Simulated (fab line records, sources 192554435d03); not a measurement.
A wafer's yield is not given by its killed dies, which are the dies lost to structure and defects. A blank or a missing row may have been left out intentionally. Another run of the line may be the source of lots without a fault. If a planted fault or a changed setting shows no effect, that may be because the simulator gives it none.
Matching of chambers -- flow n5 finfet -- N5_BEOL_M12_CMP_49 on cmp-04 has 4 sister chambers
The step polishes, stops on SiOC, t overpolish 20.6 s, target thk 320 nm. 18 wafers are shown with their chamber, then 9 later ones without.

== WAFERS PAIRED WITH THEIR CHAMBERS ==
wafer,chamber,motor current A (A),barrier field endpoint s (s),overpolish run s (s)
L074.1,1,5.8,30.4,20.583
L074.3,3,6.0,28.7,20.609
L074.6,3,6.1,29.6,20.624
L081.1,3,5.9,29.5,20.592
L081.4,0,6.4,29.4,20.598
L081.5,0,6.7,30.8,20.600
L082.1,0,6.9,29.7,20.602
L082.3,2,5.3,30.6,20.599
L082.5,0,7.0,29.8,20.604
L084.2,2,5.3,31.3,20.606
L084.3,3,5.7,30.2,20.594
L084.5,0,6.7,29.8,20.591
L085.3,1,5.8,30.6,20.595
L085.5,3,6.3,29.9,20.604
L085.6,2,5.2,30.8,20.630
L086.1,0,6.9,29.5,20.599
L086.3,1,5.7,31.0,20.593
L086.4,2,5.3,30.9,20.588

SIGNATURES (averages over the wafers above)
reading,chamber 0,chamber 1,chamber 2,chamber 3,scatter within a chamber
motor current A,6.767,5.767,5.275,6.000,0.179
barrier field endpoint s,29.833,30.667,30.900,29.580,0.46
overpolish run s,20.59900,20.59033,20.60575,20.60460,0.0113
Rule: distance of a wafer from a chamber = root of the sum over the readings of ((wafer's reading minus chamber's mean) / reading's scatter) squared. The wafer belongs to the nearest chamber; if the next one is less than 2 further off, it can't be placed. The scatter: take each reading less its chamber's mean, square it, sum over the shown wafers, divide by the number of wafers less the number of chambers, and take the root.

== WAFERS MISSING THEIR CHAMBER ==
wafer,motor current A (A),barrier field endpoint s (s),overpolish run s (s)
L091.3,5.4,30.3,20.602
L091.4,5.5,29.6,20.599
L091.6,6.3,30.1,20.595
L093.3,6.6,29.7,20.592
L093.4,5.3,31.2,20.599
L093.6,5.7,30.5,20.589
L096.1,5.3,31.3,20.590
L096.5,5.8,30.1,20.604
L096.6,7.2,29.4,20.592

== CHAMBER TAKEN BY EACH ==
wafer,from the rows above,in truth
L091.3,can't be placed: 2 or 1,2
L091.4,can't be placed: 3 or 1 or 2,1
L091.6,can't be placed: 3 or 0 or 1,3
L093.3,0,0
L093.4,2,2
L093.6,1,1
L096.1,can't be placed: 2 or 1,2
L096.5,can't be placed: 3 or 1 or 2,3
L096.6,0,0
Placed correctly: 4 of 9. Not placeable from these rows: 5 (in 5, the candidates include the true chamber). Wrongly placed: 0.
